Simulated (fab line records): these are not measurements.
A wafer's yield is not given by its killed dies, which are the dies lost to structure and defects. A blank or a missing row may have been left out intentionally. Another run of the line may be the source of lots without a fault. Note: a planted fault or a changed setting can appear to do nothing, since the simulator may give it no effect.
Which of the tools did it? / flow n5_finfet / Sampling: 10 lots, 28 wafers, 5 of 1938 route steps

WHAT THE GAUGES READ, wafer by wafer
N5_HKMG_FIN_CD_MEAS_12: the cd target is 92.8 nm.
lot=L834; measured=day 4 14:03; on=cd_sem-02; cd_nm (nm)=93.9 91.8 94.1
lot=L836; measured=day 5 05:23; on=cd_sem-02; cd_nm (nm)=92.5 93.3 93.8
lot=L838; measured=day 5 10:14; on=cd_sem-02; cd_nm (nm)=93.9 94.4 94.3
lot=L839; measured=day 5 14:00; on=cd_sem-01; cd_nm (nm)=92.7 93.9 93.6
lot=L840; measured=day 5 19:55; on=cd_sem-01; cd_nm (nm)=94.2 94.3 93.0
lot=L841; measured=day 6 01:21; on=cd_sem-02; cd_nm (nm)=92.5 93.8 93.1
lot=L843; measured=day 6 17:42; on=cd_sem-02; cd_nm (nm)=92.9 92.8 91.7
lot=L852; measured=day 8 21:10; on=cd_sem-02; cd_nm (nm)=93.1 93.3
lot=L854; measured=day 9 11:15; on=cd_sem-02; cd_nm (nm)=93.8 93.1
lot=L855; measured=day 9 15:28; on=cd_sem-01; cd_nm (nm)=93.0 94.0 93.9

N5_BEOL_M4_RC_MEAS_101.
lot=L834; measured=day 9 04:32; on=prober-02; DIBL_N (mV/V)=35.9 36.7 35.2; DIBL_P (mV/V)=36.2 36.3 36.0; IOFF_N (nA/um)=0.15 0.15 0.14; IOFF_N_85C (nA/um)=2.9 3.0 2.7; IOFF_N_LIN (nA/um)=0.072 0.071 0.065; IOFF_N_LONG (nA/um)=5.47e-05 5.57e-05 5.5e-05; IOFF_P (nA/um)=0.21 0.20 0.21; IOFF_P_LIN (nA/um)=0.103 0.096 0.101; IOFF_P_LONG (nA/um)=0.000116 0.000113 0.000107; ION_N (uA/um)=666 656 664; ION_P (uA/um)=459 453 461; SS_N (mV/dec)=70.7 71.3 71.9; SS_P (mV/dec)=73.0 73.7 73.2; VT_N (mV)=249 250 253; VT_N_LONG (mV)=272.8 273.7 278.4; VT_N_LVT (mV)=100 101 102; VT_P (mV)=-249 -252 -248; VT_P_LONG (mV)=-274 -275 -274; VT_P_LVT (mV)=-98 -99 -98
lot=L836; measured=day 9 15:00; on=prober-01; DIBL_N (mV/V)=37.2 35.6 36.1; DIBL_P (mV/V)=35.2 36.2 35.9; IOFF_N (nA/um)=0.16 0.14 0.15; IOFF_N_85C (nA/um)=3.2 2.8 3.0; IOFF_N_LIN (nA/um)=0.067 0.066 0.069; IOFF_N_LONG (nA/um)=5.35e-05 5.2e-05 5.4e-05; IOFF_P (nA/um)=0.19 0.22 0.22; IOFF_P_LIN (nA/um)=0.092 0.104 0.101; IOFF_P_LONG (nA/um)=0.000104 0.000115 0.000107; ION_N (uA/um)=653 658 670; ION_P (uA/um)=439 462 457; SS_N (mV/dec)=72.2 71.2 71.4; SS_P (mV/dec)=72.8 72.7 73.2; VT_N (mV)=253 254 253; VT_N_LONG (mV)=276.4 277.0 275.9; VT_N_LVT (mV)=102 101 100; VT_P (mV)=-253 -250 -251; VT_P_LONG (mV)=-275 -275 -276; VT_P_LVT (mV)=-101 -98 -99
lot=L838; measured=day 9 15:44; on=prober-02; DIBL_N (mV/V)=36.2 35.3 36.0; DIBL_P (mV/V)=37.7 36.1 37.1; IOFF_N (nA/um)=0.19 0.17 0.16; IOFF_N_85C (nA/um)=3.5 3.2 3.1; IOFF_N_LIN (nA/um)=0.086 0.076 0.071; IOFF_N_LONG (nA/um)=5.54e-05 5.62e-05 5.51e-05; IOFF_P (nA/um)=0.27 0.24 0.24; IOFF_P_LIN (nA/um)=0.122 0.113 0.111; IOFF_P_LONG (nA/um)=0.000114 0.000119 0.000116; ION_N (uA/um)=680 671 668; ION_P (uA/um)=476 462 467; SS_N (mV/dec)=71.6 70.7 71.7; SS_P (mV/dec)=73.3 73.0 74.0; VT_N (mV)=245 249 251; VT_N_LONG (mV)=272.0 271.2 272.9; VT_N_LVT (mV)=96 97 101; VT_P (mV)=-245 -247 -249; VT_P_LONG (mV)=-272 -271 -272; VT_P_LVT (mV)=-96 -96 -97
lot=L839; measured=day 9 21:05; on=prober-01; DIBL_N (mV/V)=37.5 34.3 36.0; DIBL_P (mV/V)=38.7 35.8 36.9; IOFF_N (nA/um)=0.20 0.14 0.16; IOFF_N_85C (nA/um)=3.7 2.7 3.1; IOFF_N_LIN (nA/um)=0.087 0.065 0.073; IOFF_N_LONG (nA/um)=5.48e-05 5.35e-05 5.5e-05; IOFF_P (nA/um)=0.24 0.20 0.20; IOFF_P_LIN (nA/um)=0.112 0.093 0.098; IOFF_P_LONG (nA/um)=0.000107 9.7e-05 9.8e-05; ION_N (uA/um)=692 654 671; ION_P (uA/um)=466 450 457; SS_N (mV/dec)=72.0 71.6 72.1; SS_P (mV/dec)=74.6 73.7 73.9; VT_N (mV)=246 253 251; VT_N_LONG (mV)=274.8 276.4 271.8; VT_N_LVT (mV)=95 100 98; VT_P (mV)=-251 -252 -249; VT_P_LONG (mV)=-275 -275 -274; VT_P_LVT (mV)=-97 -100 -99
lot=L840; measured=day 10 03:28; on=prober-01; DIBL_N (mV/V)=37.2 33.1 36.8; DIBL_P (mV/V)=36.5 31.3 36.6; IOFF_N (nA/um)=0.16 0.11 0.16; IOFF_N_85C (nA/um)=3.2 2.3 3.1; IOFF_N_LIN (nA/um)=0.076 0.052 0.074; IOFF_N_LONG (nA/um)=5.65e-05 5.83e-05 5.65e-05; IOFF_P (nA/um)=0.25 0.18 0.24; IOFF_P_LIN (nA/um)=0.111 0.090 0.111; IOFF_P_LONG (nA/um)=0.000124 0.00012 0.000113; ION_N (uA/um)=671 648 660; ION_P (uA/um)=462 447 462; SS_N (mV/dec)=71.9 71.2 71.2; SS_P (mV/dec)=73.6 73.2 73.8; VT_N (mV)=252 255 250; VT_N_LONG (mV)=275.0 274.6 276.0; VT_N_LVT (mV)=99 104 100; VT_P (mV)=-246 -248 -247; VT_P_LONG (mV)=-272 -270 -274; VT_P_LVT (mV)=-97 -100 -97
lot=L841; measured=day 11 02:48; on=prober-01; DIBL_N (mV/V)=35.8 37.1 34.8; DIBL_P (mV/V)=35.2 38.6 32.0; IOFF_N (nA/um)=0.14 0.16 0.13; IOFF_N_85C (nA/um)=2.9 3.3 2.7; IOFF_N_LIN (nA/um)=0.065 0.075 0.052; IOFF_N_LONG (nA/um)=5.47e-05 5.15e-05 5.5e-05; IOFF_P (nA/um)=0.19 0.24 0.14; IOFF_P_LIN (nA/um)=0.087 0.105 0.072; IOFF_P_LONG (nA/um)=0.000107 8.9e-05 0.0001; ION_N (uA/um)=670 652 638; ION_P (uA/um)=454 453 436; SS_N (mV/dec)=71.9 72.5 72.4; SS_P (mV/dec)=73.4 73.8 72.6; VT_N (mV)=253 248 258; VT_N_LONG (mV)=275.7 277.2 278.1; VT_N_LVT (mV)=104 100 107; VT_P (mV)=-253 -250 -258; VT_P_LONG (mV)=-278 -275 -277; VT_P_LVT (mV)=-103 -101 -106
lot=L843; measured=day 11 12:47; on=prober-02; DIBL_N (mV/V)=36.4 36.7 37.2; DIBL_P (mV/V)=37.6 38.7 40.4; IOFF_N (nA/um)=0.18 0.16 0.22; IOFF_N_85C (nA/um)=3.5 3.2 4.1; IOFF_N_LIN (nA/um)=0.083 0.078 0.101; IOFF_N_LONG (nA/um)=5.4e-05 5.51e-05 5.54e-05; IOFF_P (nA/um)=0.21 0.23 0.25; IOFF_P_LIN (nA/um)=0.097 0.105 0.113; IOFF_P_LONG (nA/um)=9.3e-05 9.8e-05 9.4e-05; ION_N (uA/um)=671 677 709; ION_P (uA/um)=452 466 475; SS_N (mV/dec)=71.5 71.2 71.3; SS_P (mV/dec)=73.4 74.4 73.4; VT_N (mV)=247 246 243; VT_N_LONG (mV)=275.7 275.7 276.7; VT_N_LVT (mV)=94 96 91; VT_P (mV)=-252 -249 -247; VT_P_LONG (mV)=-278 -276 -277; VT_P_LVT (mV)=-99 -99 -97
lot=L852; measured=day 13 09:28; on=prober-02; DIBL_N (mV/V)=34.6 36.5; DIBL_P (mV/V)=34.3 37.3; IOFF_N (nA/um)=0.13 0.03; IOFF_N_85C (nA/um)=2.6 0.8; IOFF_N_LIN (nA/um)=0.059 0.015; IOFF_N_LONG (nA/um)=5.75e-05 2.58e-05; IOFF_P (nA/um)=0.16 0.32; IOFF_P_LIN (nA/um)=0.082 0.155; IOFF_P_LONG (nA/um)=0.000101 0.000156; ION_N (uA/um)=652 562; ION_P (uA/um)=445 473; SS_N (mV/dec)=71.5 71.7; SS_P (mV/dec)=72.7 73.7; VT_N (mV)=253 294; VT_N_LONG (mV)=271.7 319.1; VT_N_LVT (mV)=100 142; VT_P (mV)=-253 -237; VT_P_LONG (mV)=-274 -261; VT_P_LVT (mV)=-101 -86
lot=L854; measured=day 14 06:13; on=prober-02; DIBL_N (mV/V)=38.1 41.2; DIBL_P (mV/V)=37.4 40.4; IOFF_N (nA/um)=0.03 0.23; IOFF_N_85C (nA/um)=0.8 4.2; IOFF_N_LIN (nA/um)=0.012 0.101; IOFF_N_LONG (nA/um)=2.34e-05 5.26e-05; IOFF_P (nA/um)=0.37 0.27; IOFF_P_LIN (nA/um)=0.158 0.117; IOFF_P_LONG (nA/um)=0.000139 0.000102; ION_N (uA/um)=543 689; ION_P (uA/um)=466 464; SS_N (mV/dec)=71.6 72.2; SS_P (mV/dec)=74.0 74.5; VT_N (mV)=300 246; VT_N_LONG (mV)=325.5 277.7; VT_N_LVT (mV)=149 94; VT_P (mV)=-237 -247; VT_P_LONG (mV)=-263 -279; VT_P_LVT (mV)=-88 -97
lot=L855; measured=day 14 05:49; on=prober-01; DIBL_N (mV/V)=35.3 38.1 37.8; DIBL_P (mV/V)=35.5 38.7 39.4; IOFF_N (nA/um)=0.14 0.18 0.17; IOFF_N_85C (nA/um)=2.7 3.4 3.3; IOFF_N_LIN (nA/um)=0.067 0.080 0.078; IOFF_N_LONG (nA/um)=5.28e-05 5.38e-05 5.33e-05; IOFF_P (nA/um)=0.18 0.23 0.25; IOFF_P_LIN (nA/um)=0.087 0.102 0.108; IOFF_P_LONG (nA/um)=9.6e-05 9.8e-05 9.6e-05; ION_N (uA/um)=666 674 668; ION_P (uA/um)=461 463 461; SS_N (mV/dec)=70.9 71.7 71.4; SS_P (mV/dec)=73.1 74.3 74.4; VT_N (mV)=250 247 248; VT_N_LONG (mV)=275.8 275.2 278.2; VT_N_LVT (mV)=99 96 97; VT_P (mV)=-252 -249 -252; VT_P_LONG (mV)=-277 -274 -275; VT_P_LVT (mV)=-100 -97 -96

WHAT TOOL EACH LOT RAN ON (gives the tool, then ch and the chambers of the sampled wafers, and finally the start)
lot=L834; N5_HKMG_FIN_NWFM_ALD_20=ald_metal-02 ch 0,1,3, day 4 16:05; N5_HKMG_FIN_ALD_71=ald_metal-02 ch 0,1,3, day 4 16:11; N5_HKMG_FIN_STRIP_69=plasma_asher-01 ch 0,1, day 4 16:53
lot=L836; N5_HKMG_FIN_NWFM_ALD_20=ald_metal-03 ch 0,3, day 5 07:30; N5_HKMG_FIN_ALD_71=ald_metal-03 ch 0,3, day 5 07:35; N5_HKMG_FIN_STRIP_69=plasma_asher-01 ch 0,1, day 5 08:18
lot=L838; N5_HKMG_FIN_NWFM_ALD_20=ald_metal-02 ch 0,2,3, day 5 12:18; N5_HKMG_FIN_ALD_71=ald_metal-02 ch 0,2,3, day 5 12:24; N5_HKMG_FIN_STRIP_69=plasma_asher-02 ch 0,1, day 5 13:06
lot=L839; N5_HKMG_FIN_NWFM_ALD_20=ald_metal-02 ch 0,1, day 5 16:09; N5_HKMG_FIN_ALD_71=ald_metal-02 ch 0,1, day 5 16:15; N5_HKMG_FIN_STRIP_69=plasma_asher-02 ch 0,1, day 5 17:10
lot=L840; N5_HKMG_FIN_NWFM_ALD_20=ald_metal-02 ch 0,1,3, day 5 22:01; N5_HKMG_FIN_ALD_71=ald_metal-02 ch 0,1,3, day 5 22:07; N5_HKMG_FIN_STRIP_69=plasma_asher-02 ch 0,1, day 5 22:48
lot=L841; N5_HKMG_FIN_NWFM_ALD_20=ald_metal-03 ch 1,2,3, day 6 03:27; N5_HKMG_FIN_ALD_71=ald_metal-03 ch 1,2,3, day 6 03:33; N5_HKMG_FIN_STRIP_69=plasma_asher-01 ch 0,1, day 6 04:16
lot=L843; N5_HKMG_FIN_NWFM_ALD_20=ald_metal-02 ch 2,3, day 6 19:47; N5_HKMG_FIN_ALD_71=ald_metal-02 ch 2,3, day 6 19:53; N5_HKMG_FIN_STRIP_69=plasma_asher-01 ch 0,1, day 6 20:35
lot=L852; N5_HKMG_FIN_NWFM_ALD_20=ald_metal-03 ch 0,3, day 8 23:19; N5_HKMG_FIN_ALD_71=ald_metal-03 ch 0,3, day 8 23:29; N5_HKMG_FIN_STRIP_69=plasma_asher-02 ch 0,1, day 9 00:19
lot=L854; N5_HKMG_FIN_NWFM_ALD_20=ald_metal-03 ch 0,3, day 9 13:21; N5_HKMG_FIN_ALD_71=ald_metal-03 ch 0,3, day 9 13:27; N5_HKMG_FIN_STRIP_69=plasma_asher-02 ch 0,1, day 9 14:09
lot=L855; N5_HKMG_FIN_NWFM_ALD_20=ald_metal-02 ch 0,1, day 9 17:31; N5_HKMG_FIN_ALD_71=ald_metal-02 ch 0,1, day 9 17:37; N5_HKMG_FIN_STRIP_69=plasma_asher-02 ch 0,1, day 9 18:19
- N5_HKMG_FIN_NWFM_ALD_20: deposits TiAlC, target thk 2 nm, pulse time 3 s, purge time 2 s.
- N5_HKMG_FIN_ALD_71: deposits TiN, target thk 1 nm, pulse time 1 s, purge time 3 s.
- N5_HKMG_FIN_STRIP_69: strips in N2/H2, time 360 s.

WHAT THE TOOLS THEMSELVES READ (means of the sampled wafers that have a number; where no wafer has one, the mark that the record gives instead)
N5_HKMG_FIN_NWFM_ALD_20.
lot=L834; tool=ald_metal-02; heater_power_w (W)=434; precursor_pulse_height_rel=0.996
lot=L836; tool=ald_metal-03; heater_power_w (W)=438; precursor_pulse_height_rel=0.990
lot=L838; tool=ald_metal-02; heater_power_w (W)=418; precursor_pulse_height_rel=1.011
lot=L839; tool=ald_metal-02; heater_power_w (W)=413; precursor_pulse_height_rel=0.997
lot=L840; tool=ald_metal-02; heater_power_w (W)=434; precursor_pulse_height_rel=1.009
lot=L841; tool=ald_metal-03; heater_power_w (W)=490; precursor_pulse_height_rel=0.999
lot=L843; tool=ald_metal-02; heater_power_w (W)=416; precursor_pulse_height_rel=1.003
lot=L852; tool=ald_metal-03; heater_power_w (W)=452; precursor_pulse_height_rel=1.010
lot=L854; tool=ald_metal-03; heater_power_w (W)=444; precursor_pulse_height_rel=1.028
lot=L855; tool=ald_metal-02; heater_power_w (W)=412; precursor_pulse_height_rel=1.001

N5_HKMG_FIN_ALD_71.
lot=L834; tool=ald_metal-02; heater_power_w (W)=789; precursor_pulse_height_rel=1.000
lot=L836; tool=ald_metal-03; heater_power_w (W)=796; precursor_pulse_height_rel=0.993
lot=L838; tool=ald_metal-02; heater_power_w (W)=753; precursor_pulse_height_rel=0.976
lot=L839; tool=ald_metal-02; heater_power_w (W)=733; precursor_pulse_height_rel=1.001
lot=L840; tool=ald_metal-02; heater_power_w (W)=790; precursor_pulse_height_rel=1.005
lot=L841; tool=ald_metal-03; heater_power_w (W)=883; precursor_pulse_height_rel=1.015
lot=L843; tool=ald_metal-02; heater_power_w (W)=766; precursor_pulse_height_rel=0.985
lot=L852; tool=ald_metal-03; heater_power_w (W)=795; precursor_pulse_height_rel=1.006
lot=L854; tool=ald_metal-03; heater_power_w (W)=794; precursor_pulse_height_rel=0.998
lot=L855; tool=ald_metal-02; heater_power_w (W)=735; precursor_pulse_height_rel=1.004

N5_HKMG_FIN_STRIP_69.
lot=L834; tool=plasma_asher-01; drypump_motor_current_A (A)=5.4; heater_power_w (W)=450
lot=L836; tool=plasma_asher-01; drypump_motor_current_A (A)=5.5; heater_power_w (W)=432
lot=L838; tool=plasma_asher-02; drypump_motor_current_A (A)=6.1; heater_power_w (W)=493
lot=L839; tool=plasma_asher-02; drypump_motor_current_A (A)=5.9; heater_power_w (W)=505
lot=L840; tool=plasma_asher-02; drypump_motor_current_A (A)=6.1; heater_power_w (W)=496
lot=L841; tool=plasma_asher-01; drypump_motor_current_A (A)=5.5; heater_power_w (W)=439
lot=L843; tool=plasma_asher-01; drypump_motor_current_A (A)=5.4; heater_power_w (W)=453
lot=L852; tool=plasma_asher-02; drypump_motor_current_A (A)=6.0; heater_power_w (W)=500
lot=L854; tool=plasma_asher-02; drypump_motor_current_A (A)=6.0; heater_power_w (W)=498
lot=L855; tool=plasma_asher-02; drypump_motor_current_A (A)=5.9; heater_power_w (W)=506

THE ANSWER, worked out from the rows above alone
Rule: what is usual is taken from the lots themselves. Put in order of their means at a reading, lots are off if they are a third of the lots or fewer, leave a main group of 4 or more, and stand apart from it by a gap of 3 or more times the standard deviation of the main group's means; of several such gaps the widest counts. The tables above print the reading to a certain number of digits; a main group whose means all agree to those digits is not used. A lot without any number at a reading at which 4 lots or more have one is off too. Any other lot the step has rows for is counted as sound. Order of review: gauges by route order, followed by the tools' own readings, for which a lot's mean as printed above is used. At the first step where some lot is off, the reading lying furthest off is the one used; lots without a number count as furthest.
Off: L852, L854, seen at N5_BEOL_M4_RC_MEAS_101 (VT_N_LONG). The main group: mean 275.3 mV, standard deviation 1.5.
If a tool, at a process step before that reading, ran all the lots that are off and no sound lot after the first of them, it fits. Gauges at N5_BEOL_M4_RC_MEAS_101: tried the same way as those tools. This does not decide it: 2 tools fit, namely ald_metal-03 at N5_HKMG_FIN_NWFM_ALD_20 and N5_HKMG_FIN_ALD_71 and prober-02 at N5_BEOL_M4_RC_MEAS_101.

WHAT HAD BEEN PUT IN BY THE SIMULATOR
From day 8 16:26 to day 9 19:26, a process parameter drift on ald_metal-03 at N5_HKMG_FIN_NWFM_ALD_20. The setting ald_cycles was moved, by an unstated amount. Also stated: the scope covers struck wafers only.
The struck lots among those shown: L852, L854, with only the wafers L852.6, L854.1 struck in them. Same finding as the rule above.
